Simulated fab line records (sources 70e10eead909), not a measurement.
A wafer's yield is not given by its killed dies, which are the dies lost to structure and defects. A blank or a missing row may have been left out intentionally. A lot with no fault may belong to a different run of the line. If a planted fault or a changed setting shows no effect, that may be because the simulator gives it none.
The tool behind it: which one? / flow nand-harc / Sampling: 24 lots, 72 wafers, 5 of 1159 route steps

== WHAT EACH GAUGE READ, for each wafer ==
NHARC_A_CONTACT_CD_MEAS_15.
lot=L074; measured=day 16 17:37; on=cd-sem-01; cd-nm (nm)=89.7 89.6 90.3
lot=L075; measured=day 17 14:46; on=cd-sem-03; cd-nm (nm)=89.4 90.6 90.2
lot=L077; measured=day 17 15:02; on=cd-sem-01; cd-nm (nm)=90.9 91.6 91.0
lot=L076; measured=day 17 18:54; on=cd-sem-01; cd-nm (nm)=88.6 89.6 90.5
lot=L079; measured=day 17 20:13; on=cd-sem-01; cd-nm (nm)=90.8 90.4 90.6
lot=L078; measured=day 18 00:38; on=cd-sem-02; cd-nm (nm)=90.1 90.8 90.0
lot=L080; measured=day 18 04:38; on=cd-sem-02; cd-nm (nm)=89.3 89.8 88.9
lot=L082; measured=day 19 05:50; on=cd-sem-01; cd-nm (nm)=90.8 90.4 90.7
lot=L081; measured=day 19 06:04; on=cd-sem-02; cd-nm (nm)=90.4 90.4 89.9
lot=L083; measured=day 19 14:58; on=cd-sem-02; cd-nm (nm)=90.1 88.7 90.1
lot=L084; measured=day 19 15:51; on=cd-sem-01; cd-nm (nm)=88.9 89.8 90.7
lot=L085; measured=day 19 20:59; on=cd-sem-02; cd-nm (nm)=90.5 90.5 90.3
lot=L087; measured=day 20 12:40; on=cd-sem-03; cd-nm (nm)=90.1 91.3 90.5
lot=L086; measured=day 20 13:53; on=cd-sem-02; cd-nm (nm)=91.1 90.8 91.1
lot=L089; measured=day 20 19:04; on=cd-sem-02; cd-nm (nm)=89.9 90.8 90.4
lot=L088; measured=day 20 19:56; on=cd-sem-03; cd-nm (nm)=90.4 90.0 90.1
lot=L091; measured=day 21 22:10; on=cd-sem-03; cd-nm (nm)=89.8 89.6 89.1
lot=L090; measured=day 21 22:55; on=cd-sem-03; cd-nm (nm)=89.4 89.2 89.9
lot=L092; measured=day 22 04:43; on=cd-sem-02; cd-nm (nm)=91.1 90.5 91.0
lot=L094; measured=day 22 13:26; on=cd-sem-02; cd-nm (nm)=88.3 88.5 88.8
lot=L095; measured=day 22 16:38; on=cd-sem-02; cd-nm (nm)=89.2 89.4 89.5
lot=L096; measured=day 22 18:13; on=cd-sem-02; cd-nm (nm)=90.2 89.7 90.8
lot=L093; measured=day 23 00:53; on=cd-sem-01; cd-nm (nm)=88.4 89.6 89.4
lot=L097; measured=day 23 01:08; on=cd-sem-02; cd-nm (nm)=90.5 88.4 89.1

NHARC_A_M1_INSPECT_27.
lot=L074; measured=day 18 01:23; on=defect-inspect-02; raw-defect-count=396 397 372
lot=L075; measured=day 18 05:11; on=defect-inspect-01; raw-defect-count=516 388 492
lot=L077; measured=day 18 05:34; on=defect-inspect-02; raw-defect-count=377 403 482
lot=L076; measured=day 18 08:41; on=defect-inspect-02; raw-defect-count=440 453 369
lot=L079; measured=day 18 10:35; on=defect-inspect-01; raw-defect-count=458 532 382
lot=L078; measured=day 18 16:50; on=defect-inspect-01; raw-defect-count=297 222 246
lot=L080; measured=day 19 03:59; on=defect-inspect-02; raw-defect-count=321 357 402
lot=L082; measured=day 19 23:37; on=defect-inspect-02; raw-defect-count=408 324 352
lot=L081; measured=day 19 23:48; on=defect-inspect-02; raw-defect-count=411 498 332
lot=L083; measured=day 20 09:41; on=defect-inspect-01; raw-defect-count=475 609 482
lot=L084; measured=day 20 13:23; on=defect-inspect-01; raw-defect-count=892 571 542
lot=L085; measured=day 20 16:33; on=defect-inspect-02; raw-defect-count=390 392 557
lot=L087; measured=day 21 04:47; on=defect-inspect-01; raw-defect-count=311 446 339
lot=L086; measured=day 21 09:46; on=defect-inspect-01; raw-defect-count=571 510 429
lot=L089; measured=day 22 05:23; on=defect-inspect-02; raw-defect-count=331 391 428
lot=L088; measured=day 22 05:41; on=defect-inspect-02; raw-defect-count=616 628 396
lot=L091; measured=day 22 19:17; on=defect-inspect-02; raw-defect-count=359 324 407
lot=L090; measured=day 22 19:50; on=defect-inspect-01; raw-defect-count=354 537 433
lot=L092; measured=day 23 01:10; on=defect-inspect-02; raw-defect-count=261 273 365
lot=L094; measured=day 23 05:14; on=defect-inspect-01; raw-defect-count=612 405 415
lot=L095; measured=day 23 08:21; on=defect-inspect-02; raw-defect-count=374 439 609
lot=L096; measured=day 23 08:58; on=defect-inspect-01; raw-defect-count=373 527 503
lot=L093; measured=day 23 17:41; on=defect-inspect-02; raw-defect-count=340 318 371
lot=L097; measured=day 23 18:33; on=defect-inspect-01; raw-defect-count=474 478 433

== EACH LOT AND THE TOOL THAT RAN IT (in order: tool; ch and the chambers of the sampled wafers; start) ==
lot=L074; NHARC_A_BLC_DESCUM_15=rie-diel-01 ch 0,1,3, day 17 08:32; NHARC_A_BLC_CVD_24=cvd-w-02 ch 0,1, day 17 17:54 or earlier; NHARC_A_M0_DEGAS_28=pvd-sputter-03, day 17 17:54
lot=L075; NHARC_A_BLC_DESCUM_15=rie-diel-09 ch 1,2,3, day 17 17:57; NHARC_A_BLC_CVD_24=cvd-w-02 ch 0,1, day 17 23:00 or earlier; NHARC_A_M0_DEGAS_28=pvd-sputter-03, day 17 23:00
lot=L077; NHARC_A_BLC_DESCUM_15=rie-diel-03 ch 0,2,3, day 17 18:43; NHARC_A_BLC_CVD_24=cvd-w-02 ch 0, day 17 23:35 or earlier; NHARC_A_M0_DEGAS_28=pvd-sputter-03, day 17 23:35
lot=L076; NHARC_A_BLC_DESCUM_15=rie-diel-03 ch 0,1,2, day 17 22:06; NHARC_A_BLC_CVD_24=cvd-w-02 ch 0, day 18 02:56 or earlier; NHARC_A_M0_DEGAS_28=pvd-sputter-02, day 18 02:56
lot=L079; NHARC_A_BLC_DESCUM_15=rie-diel-03 ch 1,2,3, day 17 23:41; NHARC_A_BLC_CVD_24=cvd-w-01 ch 0,1, day 18 04:49 or earlier; NHARC_A_M0_DEGAS_28=pvd-sputter-01, day 18 04:49
lot=L078; NHARC_A_BLC_DESCUM_15=rie-diel-03 ch 0,3, day 18 03:59; NHARC_A_BLC_CVD_24=cvd-w-01 ch 0,1, day 18 11:05 or earlier; NHARC_A_M0_DEGAS_28=pvd-sputter-02, day 18 11:05
lot=L080; NHARC_A_BLC_DESCUM_15=rie-diel-03 ch 0,1, day 18 09:37; NHARC_A_BLC_CVD_24=cvd-w-02 ch 0,1, day 18 22:17 or earlier; NHARC_A_M0_DEGAS_28=pvd-sputter-01, day 18 22:17
lot=L082; NHARC_A_BLC_DESCUM_15=rie-diel-09 ch 0,2,3, day 19 08:59; NHARC_A_BLC_CVD_24=cvd-w-02 ch 0,1, day 19 17:30 or earlier; NHARC_A_M0_DEGAS_28=pvd-sputter-01, day 19 17:30
lot=L081; NHARC_A_BLC_DESCUM_15=rie-diel-03 ch 0,1, day 19 09:11; NHARC_A_BLC_CVD_24=cvd-w-02 ch 0,1, day 19 17:59 or earlier; NHARC_A_M0_DEGAS_28=pvd-sputter-03, day 19 17:59
lot=L083; NHARC_A_BLC_DESCUM_15=rie-diel-09 ch 0,2,3, day 19 20:43; NHARC_A_BLC_CVD_24=cvd-w-02 ch 0,1, day 20 03:42 or earlier; NHARC_A_M0_DEGAS_28=pvd-sputter-01, day 20 03:42
lot=L084; NHARC_A_BLC_DESCUM_15=rie-diel-03 ch 0,3, day 20 01:10; NHARC_A_BLC_CVD_24=cvd-w-01 ch 0,1, day 20 07:40 or earlier; NHARC_A_M0_DEGAS_28=pvd-sputter-01, day 20 07:40
lot=L085; NHARC_A_BLC_DESCUM_15=rie-diel-09 ch 0,1,2, day 20 01:55; NHARC_A_BLC_CVD_24=cvd-w-01 ch 0,1, day 20 10:36 or earlier; NHARC_A_M0_DEGAS_28=pvd-sputter-01, day 20 10:36
lot=L087; NHARC_A_BLC_DESCUM_15=rie-diel-09 ch 0,2,3, day 20 15:50; NHARC_A_BLC_CVD_24=cvd-w-02 ch 0,1, day 20 23:02 or earlier; NHARC_A_M0_DEGAS_28=pvd-sputter-03, day 20 23:02
lot=L086; NHARC_A_BLC_DESCUM_15=rie-diel-03 ch 2,3, day 20 17:04; NHARC_A_BLC_CVD_24=cvd-w-02 ch 0,1, day 21 03:59 or earlier; NHARC_A_M0_DEGAS_28=pvd-sputter-03, day 21 03:59
lot=L089; NHARC_A_BLC_DESCUM_15=rie-diel-09 ch 1,2,3, day 21 03:19; NHARC_A_BLC_CVD_24=cvd-w-02 ch 0,1, day 21 23:32 or earlier; NHARC_A_M0_DEGAS_28=pvd-sputter-01, day 21 23:32
lot=L088; NHARC_A_BLC_DESCUM_15=rie-diel-01 ch 2,3, day 21 04:06; NHARC_A_BLC_CVD_24=cvd-w-02 ch 0,1, day 21 23:53 or earlier; NHARC_A_M0_DEGAS_28=pvd-sputter-03, day 21 23:53
lot=L091; NHARC_A_BLC_DESCUM_15=rie-diel-03 ch 0,1,3, day 22 03:48; NHARC_A_BLC_CVD_24=cvd-w-02 ch 0,1, day 22 13:22 or earlier; NHARC_A_M0_DEGAS_28=pvd-sputter-03, day 22 13:22
lot=L090; NHARC_A_BLC_DESCUM_15=rie-diel-09 ch 1,2,3, day 22 04:33; NHARC_A_BLC_CVD_24=cvd-w-02 ch 0,1, day 22 14:01 or earlier; NHARC_A_M0_DEGAS_28=pvd-sputter-02, day 22 14:01
lot=L092; NHARC_A_BLC_DESCUM_15=rie-diel-03 ch 0,2, day 22 12:25; NHARC_A_BLC_CVD_24=cvd-w-01 ch 0,1, day 22 19:01 or earlier; NHARC_A_M0_DEGAS_28=pvd-sputter-02, day 22 19:01
lot=L094; NHARC_A_BLC_DESCUM_15=rie-diel-03 ch 2,3, day 22 18:06; NHARC_A_BLC_CVD_24=cvd-w-02 ch 0,1, day 22 23:12 or earlier; NHARC_A_M0_DEGAS_28=pvd-sputter-01, day 22 23:12
lot=L095; NHARC_A_BLC_DESCUM_15=rie-diel-09 ch 0,1,2, day 22 19:56; NHARC_A_BLC_CVD_24=cvd-w-02 ch 0,1, day 23 01:28 or earlier; NHARC_A_M0_DEGAS_28=pvd-sputter-01, day 23 01:28
lot=L096; NHARC_A_BLC_DESCUM_15=rie-diel-09 ch 0,1,3, day 22 21:34; NHARC_A_BLC_CVD_24=cvd-w-02 ch 0,1, day 23 02:33 or earlier; NHARC_A_M0_DEGAS_28=pvd-sputter-02, day 23 02:33
lot=L093; NHARC_A_BLC_DESCUM_15=rie-diel-03 ch 0,1,3, day 23 04:12; NHARC_A_BLC_CVD_24=cvd-w-02 ch 0,1, day 23 12:05 or earlier; NHARC_A_M0_DEGAS_28=pvd-sputter-01, day 23 12:05
lot=L097; NHARC_A_BLC_DESCUM_15=rie-diel-09 ch 1,2,3, day 23 04:57; NHARC_A_BLC_CVD_24=cvd-w-02 ch 0,1, day 23 12:49 or earlier; NHARC_A_M0_DEGAS_28=pvd-sputter-02, day 23 12:49
- NHARC_A_BLC_DESCUM_15: chemistry O2, time 3 s.
- NHARC_A_BLC_CVD_24: deposits W, target thk 150 nm, time 434 s.
- NHARC_A_M0_DEGAS_28: time 60 s.

== AS READ BY THE TOOLS THEMSELVES (means over the sampled wafers that have a number; for cases with no such wafer, the mark the record gives instead) ==
NHARC_A_BLC_DESCUM_15.
lot=L074; tool=rie-diel-01; drypump-motor-current-A (A)=5.5; mfc-ar-sccm (sccm)=0.015; oes-product-au (a.u.)=1.010; rf-vpp-V (V)=57.0; showerhead-plenum-p-Torr (Torr)=1.85; throttle-valve-pct (%)=11.317
lot=L075; tool=rie-diel-09; drypump-motor-current-A (A)=5.6; mfc-ar-sccm (sccm)=0.021; oes-product-au (a.u.)=1.006; rf-vpp-V (V)=57.6; showerhead-plenum-p-Torr (Torr)=1.82; throttle-valve-pct (%)=11.310
lot=L077; tool=rie-diel-03; drypump-motor-current-A (A)=5.8; mfc-ar-sccm (sccm)=0.012; oes-product-au (a.u.)=1.007; rf-vpp-V (V)=57.5; showerhead-plenum-p-Torr (Torr)=1.88; throttle-valve-pct (%)=11.321
lot=L076; tool=rie-diel-03; drypump-motor-current-A (A)=5.8; mfc-ar-sccm (sccm)=0.018; oes-product-au (a.u.)=1.010; rf-vpp-V (V)=57.7; showerhead-plenum-p-Torr (Torr)=1.88; throttle-valve-pct (%)=11.309
lot=L079; tool=rie-diel-03; drypump-motor-current-A (A)=5.8; mfc-ar-sccm (sccm)=0.012; oes-product-au (a.u.)=0.992; rf-vpp-V (V)=57.7; showerhead-plenum-p-Torr (Torr)=1.83; throttle-valve-pct (%)=11.313
lot=L078; tool=rie-diel-03; drypump-motor-current-A (A)=6.0; mfc-ar-sccm (sccm)=0.008; oes-product-au (a.u.)=1.010; rf-vpp-V (V)=56.9; showerhead-plenum-p-Torr (Torr)=1.83; throttle-valve-pct (%)=11.311
lot=L080; tool=rie-diel-03; drypump-motor-current-A (A)=5.9; mfc-ar-sccm (sccm)=0.019; oes-product-au (a.u.)=1.015; rf-vpp-V (V)=58.0; showerhead-plenum-p-Torr (Torr)=1.88; throttle-valve-pct (%)=11.305
lot=L082; tool=rie-diel-09; drypump-motor-current-A (A)=5.8; mfc-ar-sccm (sccm)=0.008; oes-product-au (a.u.)=1.013; rf-vpp-V (V)=57.4; showerhead-plenum-p-Torr (Torr)=1.82; throttle-valve-pct (%)=11.315
lot=L081; tool=rie-diel-03; drypump-motor-current-A (A)=5.9; mfc-ar-sccm (sccm)=0.019; oes-product-au (a.u.)=1.016; rf-vpp-V (V)=58.4; showerhead-plenum-p-Torr (Torr)=1.88; throttle-valve-pct (%)=11.323
lot=L083; tool=rie-diel-09; drypump-motor-current-A (A)=5.8; mfc-ar-sccm (sccm)=0.008; oes-product-au (a.u.)=1.005; rf-vpp-V (V)=56.9; showerhead-plenum-p-Torr (Torr)=1.82; throttle-valve-pct (%)=11.303
lot=L084; tool=rie-diel-03; drypump-motor-current-A (A)=5.9; mfc-ar-sccm (sccm)=0.008; oes-product-au (a.u.)=1.017; rf-vpp-V (V)=57.3; showerhead-plenum-p-Torr (Torr)=1.83; throttle-valve-pct (%)=11.324
lot=L085; tool=rie-diel-09; drypump-motor-current-A (A)=5.3; mfc-ar-sccm (sccm)=0.015; oes-product-au (a.u.)=0.993; rf-vpp-V (V)=57.3; showerhead-plenum-p-Torr (Torr)=1.84; throttle-valve-pct (%)=11.315
lot=L087; tool=rie-diel-09; drypump-motor-current-A (A)=5.8; mfc-ar-sccm (sccm)=0.008; oes-product-au (a.u.)=1.008; rf-vpp-V (V)=57.6; showerhead-plenum-p-Torr (Torr)=1.82; throttle-valve-pct (%)=11.318
lot=L086; tool=rie-diel-03; drypump-motor-current-A (A)=5.8; mfc-ar-sccm (sccm)=0.007; oes-product-au (a.u.)=1.000; rf-vpp-V (V)=57.5; showerhead-plenum-p-Torr (Torr)=1.83; throttle-valve-pct (%)=11.312
lot=L089; tool=rie-diel-09; drypump-motor-current-A (A)=5.6; mfc-ar-sccm (sccm)=0.021; oes-product-au (a.u.)=0.988; rf-vpp-V (V)=57.4; showerhead-plenum-p-Torr (Torr)=1.82; throttle-valve-pct (%)=11.313
lot=L088; tool=rie-diel-01; drypump-motor-current-A (A)=5.1; mfc-ar-sccm (sccm)=0.035; oes-product-au (a.u.)=1.006; rf-vpp-V (V)=57.2; showerhead-plenum-p-Torr (Torr)=1.83; throttle-valve-pct (%)=11.311
lot=L091; tool=rie-diel-03; drypump-motor-current-A (A)=5.8; mfc-ar-sccm (sccm)=0.014; oes-product-au (a.u.)=1.010; rf-vpp-V (V)=57.1; showerhead-plenum-p-Torr (Torr)=1.82; throttle-valve-pct (%)=11.318
lot=L090; tool=rie-diel-09; drypump-motor-current-A (A)=5.5; mfc-ar-sccm (sccm)=0.021; oes-product-au (a.u.)=0.991; rf-vpp-V (V)=58.0; showerhead-plenum-p-Torr (Torr)=1.82; throttle-valve-pct (%)=11.309
lot=L092; tool=rie-diel-03; drypump-motor-current-A (A)=5.7; mfc-ar-sccm (sccm)=0.016; oes-product-au (a.u.)=1.003; rf-vpp-V (V)=57.1; showerhead-plenum-p-Torr (Torr)=1.92; throttle-valve-pct (%)=11.310
lot=L094; tool=rie-diel-03; drypump-motor-current-A (A)=5.7; mfc-ar-sccm (sccm)=0.010; oes-product-au (a.u.)=0.996; rf-vpp-V (V)=57.7; showerhead-plenum-p-Torr (Torr)=1.87; throttle-valve-pct (%)=11.310
lot=L095; tool=rie-diel-09; drypump-motor-current-A (A)=5.2; mfc-ar-sccm (sccm)=0.015; oes-product-au (a.u.)=1.004; rf-vpp-V (V)=57.6; showerhead-plenum-p-Torr (Torr)=1.84; throttle-valve-pct (%)=11.313
lot=L096; tool=rie-diel-09; drypump-motor-current-A (A)=5.8; mfc-ar-sccm (sccm)=0.020; oes-product-au (a.u.)=0.998; rf-vpp-V (V)=57.2; showerhead-plenum-p-Torr (Torr)=1.83; throttle-valve-pct (%)=11.312
lot=L093; tool=rie-diel-03; drypump-motor-current-A (A)=5.9; mfc-ar-sccm (sccm)=0.014; oes-product-au (a.u.)=1.012; rf-vpp-V (V)=56.8; showerhead-plenum-p-Torr (Torr)=1.82; throttle-valve-pct (%)=11.313
lot=L097; tool=rie-diel-09; drypump-motor-current-A (A)=5.5; mfc-ar-sccm (sccm)=0.021; oes-product-au (a.u.)=0.986; rf-vpp-V (V)=57.4; showerhead-plenum-p-Torr (Torr)=1.82; throttle-valve-pct (%)=11.306

NHARC_A_BLC_CVD_24.
lot=L074; tool=cvd-w-02; heater-power-w (W)=473; mfc-ar-sccm (sccm)=1562; throttle-valve-pct (%)=7.76
lot=L075; tool=cvd-w-02; heater-power-w (W)=459; mfc-ar-sccm (sccm)=1559; throttle-valve-pct (%)=7.64
lot=L077; tool=cvd-w-02; heater-power-w (W)=444; mfc-ar-sccm (sccm)=1554; throttle-valve-pct (%)=7.81
lot=L076; tool=cvd-w-02; heater-power-w (W)=451; mfc-ar-sccm (sccm)=1561; throttle-valve-pct (%)=7.74
lot=L079; tool=cvd-w-01; heater-power-w (W)=474; mfc-ar-sccm (sccm)=1563; throttle-valve-pct (%)=8.12
lot=L078; tool=cvd-w-01; heater-power-w (W)=466; mfc-ar-sccm (sccm)=1561; throttle-valve-pct (%)=7.97
lot=L080; tool=cvd-w-02; heater-power-w (W)=485; mfc-ar-sccm (sccm)=1559; throttle-valve-pct (%)=7.86
lot=L082; tool=cvd-w-02; heater-power-w (W)=475; mfc-ar-sccm (sccm)=1563; throttle-valve-pct (%)=7.78
lot=L081; tool=cvd-w-02; heater-power-w (W)=464; mfc-ar-sccm (sccm)=1557; throttle-valve-pct (%)=7.81
lot=L083; tool=cvd-w-02; heater-power-w (W)=460; mfc-ar-sccm (sccm)=1557; throttle-valve-pct (%)=7.80
lot=L084; tool=cvd-w-01; heater-power-w (W)=463; mfc-ar-sccm (sccm)=1550; throttle-valve-pct (%)=7.88
lot=L085; tool=cvd-w-01; heater-power-w (W)=469; mfc-ar-sccm (sccm)=1560; throttle-valve-pct (%)=8.02
lot=L087; tool=cvd-w-02; heater-power-w (W)=463; mfc-ar-sccm (sccm)=1557; throttle-valve-pct (%)=7.90
lot=L086; tool=cvd-w-02; heater-power-w (W)=458; mfc-ar-sccm (sccm)=1563; throttle-valve-pct (%)=7.86
lot=L089; tool=cvd-w-02; heater-power-w (W)=471; mfc-ar-sccm (sccm)=1565; throttle-valve-pct (%)=7.76
lot=L088; tool=cvd-w-02; heater-power-w (W)=474; mfc-ar-sccm (sccm)=1561; throttle-valve-pct (%)=7.81
lot=L091; tool=cvd-w-02; heater-power-w (W)=475; mfc-ar-sccm (sccm)=1557; throttle-valve-pct (%)=7.95
lot=L090; tool=cvd-w-02; heater-power-w (W)=471; mfc-ar-sccm (sccm)=1558; throttle-valve-pct (%)=7.78
lot=L092; tool=cvd-w-01; heater-power-w (W)=482; mfc-ar-sccm (sccm)=1560; throttle-valve-pct (%)=7.57
lot=L094; tool=cvd-w-02; heater-power-w (W)=481; mfc-ar-sccm (sccm)=1560; throttle-valve-pct (%)=7.79
lot=L095; tool=cvd-w-02; heater-power-w (W)=460; mfc-ar-sccm (sccm)=1559; throttle-valve-pct (%)=7.90
lot=L096; tool=cvd-w-02; heater-power-w (W)=468; mfc-ar-sccm (sccm)=1562; throttle-valve-pct (%)=7.77
lot=L093; tool=cvd-w-02; heater-power-w (W)=477; mfc-ar-sccm (sccm)=1561; throttle-valve-pct (%)=7.73
lot=L097; tool=cvd-w-02; heater-power-w (W)=467; mfc-ar-sccm (sccm)=1558; throttle-valve-pct (%)=7.91

NHARC_A_M0_DEGAS_28.
lot=L074; tool=pvd-sputter-03; heater-power-w (W)=322
lot=L075; tool=pvd-sputter-03; heater-power-w (W)=324
lot=L077; tool=pvd-sputter-03; heater-power-w (W)=319
lot=L076; tool=pvd-sputter-02; heater-power-w (W)=332
lot=L079; tool=pvd-sputter-01; heater-power-w (W)=318
lot=L078; tool=pvd-sputter-02; heater-power-w (W)=350
lot=L080; tool=pvd-sputter-01; heater-power-w (W)=350
lot=L082; tool=pvd-sputter-01; heater-power-w (W)=320
lot=L081; tool=pvd-sputter-03; heater-power-w (W)=336
lot=L083; tool=pvd-sputter-01; heater-power-w (W)=332
lot=L084; tool=pvd-sputter-01; heater-power-w (W)=329
lot=L085; tool=pvd-sputter-01; heater-power-w (W)=322
lot=L087; tool=pvd-sputter-03; heater-power-w (W)=336
lot=L086; tool=pvd-sputter-03; heater-power-w (W)=339
lot=L089; tool=pvd-sputter-01; heater-power-w (W)=353
lot=L088; tool=pvd-sputter-03; heater-power-w (W)=353
lot=L091; tool=pvd-sputter-03; heater-power-w (W)=337
lot=L090; tool=pvd-sputter-02; heater-power-w (W)=316
lot=L092; tool=pvd-sputter-02; heater-power-w (W)=342
lot=L094; tool=pvd-sputter-01; heater-power-w (W)=324
lot=L095; tool=pvd-sputter-01; heater-power-w (W)=358
lot=L096; tool=pvd-sputter-02; heater-power-w (W)=347
lot=L093; tool=pvd-sputter-01; heater-power-w (W)=316
lot=L097; tool=pvd-sputter-02; heater-power-w (W)=319

== THE ANSWER, worked out from the rows above alone ==
Rule: the usual values come from the lots themselves. The widest of any qualifying gaps counts: lots, ordered by their means at a reading, are off when they make up no more than a third of the lots, leave a main group of 4 or more, and stand apart from it by 3 or more times the standard deviation of that group's means. A main group whose means are all the same, to the digits that the tables above print for the reading, isn't used. A lot without any number at a reading at which 4 lots or more have one is off too. Where the step has rows for the other lots, those lots are counted as sound. First the gauges in route order, then the tools' own readings, where a lot's mean is used as printed above. At the first step where some lot is off, the reading lying furthest off is the one used; lots without a number count as furthest.
No lot is off at any reading shown: from this, nothing can be told.

== WHAT THE SIMULATOR HAD PUT IN ==
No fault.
